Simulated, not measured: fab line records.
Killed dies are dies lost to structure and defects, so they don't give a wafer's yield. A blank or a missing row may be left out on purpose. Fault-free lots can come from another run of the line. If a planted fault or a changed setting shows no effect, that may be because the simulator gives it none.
fab line records	flow n5Finfet	part 2 of 2: steps 23 to 31 of 31
record: lots: 5	wafers: 15	lastDay: 16
route steps=1938 shown BEOL_M1@806
lots untouched by any fault: they come from a run of this same line in which no faults occurred
startH: start of the lot's first displayed wafer, in hours after the record's first day	waitH: hours from the lot's prior step to this one	" the same as in the row above	L1.1+2: several wafers, shown together as one row	- no value, or no start was given	* or withheld: withheld	< > ~ a bound
route shown NAME@n: names a module that has steps shown in the file, with the first one's number in the route	usual: mean/standard deviation taken from wafers without a fault	same: alike in all rows	chamber/n: place in a boat	sites: readings site by site	_std_site: the values' standard deviation	_edge_site: the outer-site mean with the inner-site mean subtracted	radiusMm: how far each site lies from the wafer's centre	mask NAME#n: copy n	behind: the tool/chamber that last shaped the wafer	hold: why the lot went on hold/how many hours it stayed there/how the hold came to an end	device: the n, p or np transistor that did not switch	end of line: tests run on the same wafers once the route is complete	step lacking rows: just its recipe	killed: the dies lost at the first sort to structure and to defects; this is not the yield of the wafer	map: shows each die of a wafer: x if killed, . if not, _ if none is there
set.NAME: the setting as run; set.NAME@STEP: as run at that earlier step	model.NAME: the simulator's own value behind a step, which no gauge read
lots at selected steps of the route; one table per step, one row per wafer
services: from which hour (startH, from the record's first day; less than 0 if before it) a tool's chamber was out of use, for how many hours, and why
== steps ==
step: N5_BEOL_M1_SPUTTER_94
recipe: material: Cu	targetThkA: 45	tempC: -20	chamberPressurePa: 0.07	powerW: withheld	timeS: 8.29
usual: chuckGasFlowSccm: 1.27/0.06	chuckSensorTempC: -15.9/0.55	throttleValvePct: 29.7/1.1
same: timeS: 8.29
lot.wafer	tool	chamber	startH	waitH	chuckGasFlowSccm	chuckSensorTempC	throttleValvePct
L075.1	pvdSputter-03	-	140.48	0.1	1.24	-16.0	27.5
L075.3	"	-	"	"	1.30	-15.2	28.7
L075.4	"	-	"	"	1.29	-16.5	30.0
L077.1	pvdSputter-01	-	144.65	0.1	1.24	-16.6	30.8
L077.5	"	-	"	"	1.22	-16.3	28.0
L077.6	"	-	"	"	1.28	-15.0	29.5
L087.1	pvdSputter-01	-	213.48	0.1	1.20	-14.9	29.6
L087.2	"	-	"	"	1.36	-15.4	30.5
L087.4	"	-	"	"	1.21	-16.7	30.8
L088.4	pvdSputter-03	-	217.84	0.1	1.33	-15.2	28.8
L088.5	"	-	"	"	1.29	-15.2	28.7
L088.6	"	-	"	"	1.30	-16.5	30.3
L090.1	pvdSputter-01	-	234.41	0.1	1.25	-15.0	29.3
L090.4	"	-	"	"	1.29	-15.3	30.5
L090.5	"	-	"	"	1.29	-15.4	30.3
step: N5_BEOL_M1_ANNEAL_95
recipe: tempC: 400	timeS: 240	ambient: vacuum
usual: heaterPowerW: 845/120
same: timeS: 240
lot.wafer	tool	chamber	startH	waitH	heaterPowerW
L075.1	pvdSputter-03	-	140.56	0.0	775
L075.3	"	-	"	"	878
L075.4	"	-	"	"	900
L077.1	pvdSputter-01	-	144.73	0.0	727
L077.5	"	-	"	"	801
L077.6	"	-	"	"	688
L087.1	pvdSputter-01	-	213.56	0.0	665
L087.2	"	-	"	"	944
L087.4	"	-	"	"	706
L088.4	pvdSputter-03	-	217.92	0.0	843
L088.5	"	-	"	"	897
L088.6	"	-	"	"	897
L090.1	pvdSputter-01	-	234.49	0.0	689
L090.4	"	-	"	"	935
L090.5	"	-	"	"	969
step: N5_BEOL_M1_SPUTTER_96
recipe: material: Cu	targetThkA: 45	tempC: -20	chamberPressurePa: 0.07	powerW: withheld	timeS: 8.29
usual: chuckGasFlowSccm: 1.27/0.053	chuckSensorTempC: -15.9/0.55	throttleValvePct: 29.7/1.1
same: timeS: 8.29
lot.wafer	tool	chamber	startH	waitH	chuckGasFlowSccm	chuckSensorTempC	throttleValvePct
L075.1	pvdSputter-03	-	140.70	0.1	1.29	-16.0	27.4
L075.3	"	-	"	"	1.30	-15.2	28.9
L075.4	"	-	"	"	1.33	-16.4	30.1
L077.1	pvdSputter-01	-	144.87	0.1	1.25	-16.6	30.9
L077.5	"	-	"	"	1.20	-16.4	28.1
L077.6	"	-	"	"	1.29	-15.2	29.3
L087.1	pvdSputter-01	-	213.70	0.1	1.33	-15.2	29.4
L087.2	"	-	"	"	1.28	-15.5	30.5
L087.4	"	-	"	"	1.18	-16.5	30.7
L088.4	pvdSputter-03	-	218.07	0.1	1.27	-15.2	28.9
L088.5	"	-	"	"	1.23	-15.5	29.1
L088.6	"	-	"	"	1.23	-16.5	30.1
L090.1	pvdSputter-01	-	234.63	0.1	1.14	-14.9	29.4
L090.4	"	-	"	"	1.36	-15.4	30.6
L090.5	"	-	"	"	1.33	-15.5	30.6
step: N5_BEOL_M1_ECD_50
recipe: material: Cu	targetThkA: 3000
lot.wafer	tool	chamber	startH	waitH
L075.1+3+4	ecdCu-02	1,1,0	140.81	0.1
L077.1+5+6	ecdCu-02	1,1,0	144.99	0.1
L087.1+2+4	ecdCu-02	1,0,0	213.81	0.1
L088.4+5+6	ecdCu-01	1,0,1	218.23	0.1
L090.1+4+5	ecdCu-02	0,1,0	234.75	0.1
step: N5_BEOL_M1_ANNEAL_51
recipe: tempC: 225	timeS: 90	ambient: N2
usual: annealTempC: 225.00/0.16	wafer_temp_C_max: 226.0/0.51
same: timeS: 90
lot.wafer	tool	chamber	startH	waitH	annealTempC	wafer_temp_C_max
L075.1	rtpAnneal-01	0	140.89	0.1	225.06	225.2
L075.3	"	0	"	"	224.54	225.4
L075.4	"	0	"	"	224.76	225.3
L077.1	rtpAnneal-01	0	145.21	0.2	224.95	225.8
L077.5	"	0	"	"	225.00	225.7
L077.6	"	0	"	"	224.98	225.8
L087.1	rtpAnneal-02	0	214.59	0.8	225.07	227.6
L087.2	"	0	"	"	225.02	226.8
L087.4	"	0	"	"	225.22	226.7
L088.4	rtpAnneal-02	0	218.42	0.2	225.16	226.5
L088.5	"	0	"	"	224.88	226.2
L088.6	"	0	"	"	224.95	226.5
L090.1	rtpAnneal-02	0	235.52	0.7	224.87	226.0
L090.4	"	0	"	"	224.88	226.5
L090.5	"	0	"	"	224.89	226.1
step: N5_BEOL_M1_CMP_52
recipe: stopOn: SiOC	tOverpolishS: 6.8	downForcePsi: 1	platenRpm: 50	clearingPlatenDownForcePsi: 1.5	clearingPlatenRpm: 50	postCmpClean: cuAlkaline	targetThkNm: 40	clearingPlatenPadVelocityMS: 0.99484	padVelocityMS: 0.99484
usual: barrierFieldEndpointS: 24.7/0.69	motorCurrentA: 6.1/0.8	overpolishRunS: 6.801/0.0089	timeToEndpointS: 62/3.3
lot.wafer	tool	chamber	startH	waitH	barrierFieldEndpointS	motorCurrentA	overpolishRunS	timeToEndpointS
L075.1	cmp-02	2	141.19	0.3	23.1	5.3	6.801	54
L075.3	"	3	"	"	24.1	5.7	6.798	62
L075.4	"	0	"	"	24.4	6.5	6.811	61
L077.1	cmp-02	3	145.55	0.3	24.1	5.5	6.812	65
L077.5	"	2	"	"	24.0	5.6	6.799	58
L077.6	"	3	"	"	25.7	5.5	6.794	68
L087.2	cmp-03	0	214.91	0.2	24.5	5.1	6.810	58
L087.4	"	2	"	"	25.5	7.0	6.807	68
L087.1	"	3	"	"	24.1	5.5	6.807	58
L088.4	cmp-02	1	218.66	0.2	25.6	6.8	6.795	66
L088.6	"	3	"	"	25.5	5.5	6.805	68
L088.5	"	0	"	"	25.5	6.7	6.796	65
L090.1	cmp-03	3	235.83	0.3	24.7	5.5	6.789	61
L090.4	"	2	"	"	25.9	6.8	6.801	66
L090.5	"	0	"	"	25.3	5.3	6.794	62
step: N5_BEOL_M1_THK_MEAS_53
recipe: thkMeasGauge: xrf	reads: Cu_of_BEOL_M1_ECD_50
usual: M1_THK: 39.4/1.5
lot.wafer	tool	chamber	startH	waitH	M1_THK[nm]
L075.1	filmMetro-01	-	141.48	-	39.5
L075.3	"	-	"	"	38.2
L075.4	"	-	"	"	40.4
L077.1	filmMetro-02	-	145.81	-	40.5
L077.5	"	-	"	"	38.7
L077.6	"	-	"	"	40.2
L087.1	filmMetro-01	-	215.20	-	38.6
L087.2	"	-	"	"	37.0
L087.4	"	-	"	"	39.7
L088.4	filmMetro-01	-	218.88	-	40.0
L088.5	"	-	"	"	40.3
L088.6	"	-	"	"	40.4
L090.1	filmMetro-01	-	236.12	-	37.3
L090.4	"	-	"	"	40.5
L090.5	"	-	"	"	38.6
step: N5_BEOL_M1_PRE_CLEAN_60
recipe: gas: NH3/H2	timeS: 15	tempC: *	rfPowerW: 300
usual: heaterPowerW: 95/19
same: timeS: 15
lot.wafer	tool	chamber	startH	waitH	heaterPowerW
L075.1	cvdCo-01	1	141.52	0.0	63
L075.3	"	2	"	"	94
L075.4	"	0	"	"	100
L077.1	cvdCo-01	0	145.84	0.0	99
L077.5	"	2	"	"	97
L077.6	"	1	"	"	63
L087.1	cvdCo-02	0	215.24	0.0	104
L087.2	"	1	"	"	123
L087.4	"	0	"	"	100
L088.4	cvdCo-01	0	218.94	0.1	99
L088.5	"	1	"	"	66
L088.6	"	2	"	"	95
L090.1	cvdCo-02	0	236.16	0.0	101
L090.4	"	1	"	"	125
L090.5	"	0	"	"	102
step: N5_BEOL_M1_CO_CAP_55
recipe: material: Co	targetThkA: 20	tempC: 200	precursor: CCTBA/H2	pressureTorr: 30	timeS: 102.1
usual: heaterPowerW: 249/23
same: timeS: 102.1
lot.wafer	tool	chamber	startH	waitH	heaterPowerW
L075.1	cvdCo-01	1	141.56	0.0	208
L075.3	"	2	"	"	252
L075.4	"	0	"	"	252
L077.1	cvdCo-01	0	145.88	0.0	250
L077.5	"	2	"	"	249
L077.6	"	1	"	"	210
L087.1	cvdCo-02	0	215.28	0.0	254
L087.2	"	1	"	"	281
L087.4	"	0	"	"	258
L088.4	cvdCo-01	0	218.99	0.0	253
L088.5	"	1	"	"	216
L088.6	"	2	"	"	250
L090.1	cvdCo-02	0	236.20	0.0	258
L090.4	"	1	"	"	281
L090.5	"	0	"	"	257
== services ==
tool	chamber	startH	hours	kind
cvdCo-02	1	114.67	-	clean
cvdCo-02	1	114.67	22.0	scheduledDown
cvdCo-02	1	114.67	22.0	ventCycle
pvdSputter-03	-	118.41	4.7	repair
pvdSputter-01	-	119.28	0.6	repair
aldMetal-01	3	122.01	6.1	repair
cmp-03	-	127.03	4.0	pm
ecdCu-01	-	127.34	5.1	repair
cmp-03	-	131.03	-	consumableReplace:conditioner
cmp-03	-	131.03	-	consumableReplace:pad
cmp-02	-	131.08	4.9	pm
cmp-02	-	138.64	0.2	repair
wetBench-05	-	155.66	3.8	repair
aldMetal-01	-	158.04	6.0	pm
cmp-03	-	159.89	5.9	pm
aldMetal-01	2	166.55	6.6	repair
cmp-03	-	179.01	1.8	repair
ecdCu-01	-	188.56	0.3	repair
ecdCu-02	-	189.58	8.1	pm
rtpAnneal-01	-	213.17	4.2	pm
wetBench-05	-	220.35	3.3	repair
cvdCo-02	-	225.47	2.8	pm
cmp-02	-	229.35	4.1	pm
cmp-02	-	233.66	4.0	pm
